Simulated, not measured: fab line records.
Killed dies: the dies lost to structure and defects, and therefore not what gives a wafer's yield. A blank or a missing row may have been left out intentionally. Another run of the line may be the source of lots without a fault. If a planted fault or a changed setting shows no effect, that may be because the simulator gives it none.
Which tool was responsible? | flow n5Finfet | 9 lots with 27 wafers sampled at 2 steps, on a route of 1938 steps

## WHAT EACH GAUGE READ, for each wafer
N5_FIN_SAQP_CD_MEAS_37 targets a cd of 8 nm.
lot  | measured    | on       | cdNm (nm)
L354 | day 2 19:55 | cdSem-02 | 8.64 8.13 8.46
L355 | day 3 02:01 | cdSem-01 | 8.08 8.23 7.85
L360 | day 4 08:01 | cdSem-02 | 8.34 8.08 8.25
L362 | day 4 19:56 | cdSem-01 | 8.80 8.24 7.88
L366 | day 5 21:19 | cdSem-01 | 8.42 8.58 8.43
L367 | day 6 02:25 | cdSem-02 | 7.96 7.95 8.24
L368 | day 6 08:18 | cdSem-03 | 8.35 8.44 8.31
L373 | day 7 14:21 | cdSem-03 | 8.09 7.90 7.92
L374 | day 7 19:49 | cdSem-01 | 8.18 8.38 7.59

## TOOL THAT RAN EACH LOT (tool first, then ch and the chambers of the sampled wafers, then the start)
lot  | N5_FIN_SAQP_ETCH_64
L354 | rieSi-02 ch 1,2, day 2 19:46
L355 | rieSi-02 ch 1,2, day 3 01:52
L360 | rieSi-02 ch 0,1, day 4 07:52
L362 | rieSi-05 ch 1,2, day 4 19:47
L366 | rieSi-05 ch 0,1,3, day 5 21:10
L367 | rieSi-05 ch 1,2,3, day 6 02:16
L368 | rieSi-05 ch 1,2, day 6 08:10
L373 | rieSi-05 ch 2,3, day 7 14:13
L374 | rieSi-02 ch 0,1,2, day 7 19:41
- N5_FIN_SAQP_ETCH_64: etches SiO2 in CF4, target depth 1.5 nm.

## THE ANSWER, worked out from the rows above alone
Rule: usual is defined by the lots themselves. Put in order of their means at a reading, lots are off if they are a third of the lots or fewer, leave a main group of 4 or more, and stand apart from it by a gap of 3 or more times the standard deviation of the main group's means; of several such gaps the widest counts. Not used: any main group whose means are identical at the precision the tables above print for the reading. A lot without any number at a reading at which 4 lots or more have one is off too. Where the step has rows for the other lots, those lots are counted as sound.
Nothing can be told from this: no lot is off at any reading shown.

## WHAT WAS PUT IN BY THE SIMULATOR
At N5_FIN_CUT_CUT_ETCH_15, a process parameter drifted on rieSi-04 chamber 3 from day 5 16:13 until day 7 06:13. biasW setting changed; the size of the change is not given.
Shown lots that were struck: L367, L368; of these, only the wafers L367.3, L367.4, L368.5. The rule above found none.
